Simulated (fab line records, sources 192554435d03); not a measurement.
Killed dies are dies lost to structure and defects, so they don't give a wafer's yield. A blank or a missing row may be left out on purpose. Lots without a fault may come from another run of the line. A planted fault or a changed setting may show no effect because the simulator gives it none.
Which tool did it? | flow n5_finfet | 10 lots, 30 wafers sampled, at 1 step of a route of 1938

WHAT THE GAUGES READ, wafer by wafer
N5_PMOS_HMC_CHANNEL_EPI_THK_MEAS_22.
lot  | measured    | on            | HMC_CMP_THK (nm)
L771 | day 2 01:55 | film_metro-01 | 54.7 54.7 52.6
L775 | day 3 01:22 | film_metro-01 | 53.9 55.1 55.5
L777 | day 3 13:41 | film_metro-01 | 52.8 53.4 53.2
L781 | day 4 14:03 | film_metro-02 | 55.5 54.6 54.0
L782 | day 4 20:16 | film_metro-01 | 54.4 54.9 54.3
L783 | day 5 01:32 | film_metro-02 | 52.9 52.5 53.4
L786 | day 5 19:47 | film_metro-02 | 53.8 55.5 53.2
L787 | day 6 01:57 | film_metro-01 | 52.8 54.7 54.9
L789 | day 6 13:42 | film_metro-01 | 54.8 54.3 54.4
L792 | day 7 08:02 | film_metro-01 | 55.0 52.4 53.3

WHICH TOOL RAN EACH LOT (tool, then ch and the chambers of the sampled wafers, then the start)
The record holds no process step before these readings.

THE ANSWER, worked out from the rows above alone
Rule: what is usual is taken from the lots themselves. Put in order of their means at a reading, lots are off if they are a third of the lots or fewer, leave a main group of 4 or more, and stand apart from it by a gap of 3 or more times the standard deviation of the main group's means; of several such gaps the widest counts. A main group whose means are all the same, to the digits that the tables above print for the reading, isn't used. A lot without any number at a reading at which 4 lots or more have one is off too. The other lots that the step has rows for count as sound.
No lot is off at any reading shown: from this, nothing can be told.

WHAT THE SIMULATOR HAD PUT IN
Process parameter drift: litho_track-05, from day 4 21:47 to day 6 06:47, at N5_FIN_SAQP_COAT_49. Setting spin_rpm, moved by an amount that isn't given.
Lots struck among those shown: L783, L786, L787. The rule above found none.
